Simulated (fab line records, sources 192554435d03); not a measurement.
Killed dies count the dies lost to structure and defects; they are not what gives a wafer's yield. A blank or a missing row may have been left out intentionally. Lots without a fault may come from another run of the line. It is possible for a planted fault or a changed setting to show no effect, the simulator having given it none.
A lot that was struck, set against a sound lot :: flow n5Finfet :: 41 steps out of a route of 1938
Sound: the wafers L986.4, L986.5, L986.6. Wafers struck: L987.2, L987.3, L987.6. The cause is named last.
At each step with rows: each side's tool, then ch and its chambers, then its first start. Under that, the readings that differ: sound wafers :: struck wafers :: difference of the means :: sigmas: that difference in standard deviations of wafers without a fault.
alike: readings with means less than 2 such deviations apart, plus words and numbers identical on both sides. not compared: withheld readings, readings lacking a value on some wafer, bounds such as >300 that could conceal the same value, and numbers that have no deviation in the record and whose values overlap.
A row with sigmas, a row that says differs or no value, or rows on one side alone: a step with any of these is where the two part. When numbers do not overlap yet have no deviation, they are printed without sigmas and do not part them. A reading that every wafer of one side lacks parts them only if that side has two wafers or more.

first, 11 steps without rows for these wafers: N5_FIN_SAQP_STRIP_74 (strips in CHF3/O2); N5_FIN_SAQP_MANDREL_ETCH_22 (etches a-Si in HBr/Cl2, stops on SiNx, target depth 60 nm, bt time 10 s, time 30 s); N5_FIN_SAQP_STRIP_55 (strips in N2/H2); N5_FIN_SAQP_STRIP_23 (strips in SPM, time 750 s); N5_FIN_SAQP_SRD_66 (time 30 s); N5_FIN_SAQP_RECESS_75 (chemistry HF/NH3, target SiO2, target depth 14.4 nm, afs cycles 3, sublimation time 60 s); N5_FIN_SAQP_SPACER1_ALD_24 (deposits SiO2, target thk 20.3 nm, pulse time 1 s, purge time 2 s); N5_FIN_SAQP_SPACER1_ETCHBACK_25 (etches SiO2 in CHF3/O2, target depth 24.4 nm, time 12.2 s); N5_FIN_SAQP_MANDREL1_REMOVE_56 (chemistry HBr/Cl2/O2, target a-Si, stops on SiNx, bt time 10 s); N5_FIN_SAQP_ETCH_57 (etches SiNx in CH3F/O2, target depth 32.5 nm, time 46.4 s); N5_FIN_SAQP_ETCH_65 (etches SiO2 in CF4, target depth 4 nm, time 4.4 s).
N5_FIN_SAQP_MANDREL_ETCH_58: etches a-Si in HBr/Cl2, stops on SiNx, target depth 45 nm, bt time 10 s, time 27 s.
  sound on rieSi-06 ch 0,3, day 5 01:35; struck on rieSi-06 ch 1,2,3, day 5 06:38
  alike: drypumpMotorCurrentA, mfcCl2Sccm, oesProductAu, rfFwdPowerW, throttleValvePct
  not compared: rfHoursCounterH
then, 17 steps without rows for these wafers: N5_FIN_SAQP_RECESS_63 (chemistry HF/NH3, target SiO2, target depth 18 nm, afs cycles 3, sublimation time 60 s); N5_FIN_SAQP_COAT_68 (time 60 s, resist thk 100 nm); N5_FIN_SAQP_ETCH_69 (etches SOC in N2/H2, stops on SiNx, target depth 150 nm); N5_FIN_SAQP_ETCH_67 (etches SiNx in CH3F/O2, target depth 30 nm); N5_FIN_SAQP_STRIP_70 (strips in N2/H2); N5_FIN_SAQP_RECESS_71 (chemistry HF/NH3, target SiO2, target depth 3 nm, afs cycles 1, sublimation time 60 s); N5_FIN_SAQP_SPACER2_ALD_28 (deposits SiO2, target thk 8.1 nm, pulse time 1 s, purge time 2 s); N5_FIN_SAQP_SPACER2_ETCHBACK_29 (etches SiO2 in CHF3/O2, target depth 12.2 nm, time 6.1 s); N5_FIN_SAQP_MANDREL2_REMOVE_60 (chemistry HBr/Cl2/O2, target a-Si, stops on SiNx, bt time 10 s); N5_FIN_SAQP_HM_OPEN_33 (chemistry CH3F/O2, target SiNx, target depth 49.4 nm, time 70.6 s); N5_FIN_SAQP_ETCH_34 (etches SiO2 in C4F6/O2, target depth 45 nm, time 15 s); N5_FIN_SAQP_STRIP_77 (strips in N2/H2, time 90 s); N5_FIN_SAQP_ETCH_64 (etches SiO2 in CF4, target depth 1.5 nm); N5_FIN_SAQP_FIN_ETCH_36 (etches the open film in HBr/Cl2/O2, target depth 120 nm, time 50.4 s); N5_FIN_SAQP_PRECLEAN_38 (cleans in O3/DIW, time 45 s); N5_FIN_SAQP_PRECLEAN_45 (cleans in dHF, time 10 s); N5_FIN_SAQP_SRD_39 (time 30 s).
N5_FIN_SAQP_INSPECT_40: inspects for defects (brightfield).
  sound on defectInspect-01 at day 5 03:45; struck on defectInspect-02 at day 5 09:17
reading: rawDefectCount
sound: 207 154 240
struck: 689 682 649
difference: +473
sigmas: +8
then, 7 steps without rows for these wafers: N5_FIN_CUT_COAT_18 (time 60 s, resist thk 230 nm); N5_FIN_CUT_COAT_19 (time 60 s, resist thk 20 nm); N5_FIN_CUT_COAT_29 (time 60 s, resist thk 10 nm); N5_FIN_CUT_COAT_02 (resist thk 30 nm); N5_FIN_CUT_EBR_04; N5_FIN_CUT_SOFTBAKE_03 (time 60 s); N5_FIN_CUT_EXPOSE_05 (exposes mask FIN CUT).
N5_FIN_CUT_INSPECT_10: inspects for defects (brightfield).
  sound on defectInspect-02 at day 5 04:08; struck on defectInspect-01 at day 5 09:49
reading: rawDefectCount
sound: 41 35 42
struck: 557 536 512
difference: +496
sigmas: +50
N5_FIN_CUT_INSPECT_17: inspects for defects (brightfield).
  sound on defectInspect-02 at day 5 05:05; struck on defectInspect-02 at day 5 10:46
reading: rawDefectCount
sound: 212 170 251
struck: 695 690 629
difference: +460
sigmas: +8
-- the record jumps here: 6 days lie between the struck wafers' starts before and after (it left off in module FIN_CUT and takes up again in module BEOL_M4, whose first step shown is number 1111 of the route) --
N5_BEOL_M4_RC_MEAS_101:
  sound on prober-01 ch 0, day 11 05:40; struck on prober-01 ch 0, day 11 09:58
  alike: DIBL_N, DIBL_P, IOFF_N, IOFF_P, ION_N, ION_P, SS_N, SS_P, VT_N, VT_P
-- record jumps: 6 days separate the struck wafers' starts on either side; left off in module BEOL_M4, taken up again in module PASSIVATION, whose first shown step is the route's number 1936 --
N5_PASSIVATION_PROBE_49:
  only the struck wafers here have rows in the record (prober-01, day 17 04:22); the sound ones have none

## WHERE THEY PART
First at N5_FIN_SAQP_INSPECT_40; last, within this record, at N5_PASSIVATION_PROBE_49.

WHY: the cause the simulator had injected
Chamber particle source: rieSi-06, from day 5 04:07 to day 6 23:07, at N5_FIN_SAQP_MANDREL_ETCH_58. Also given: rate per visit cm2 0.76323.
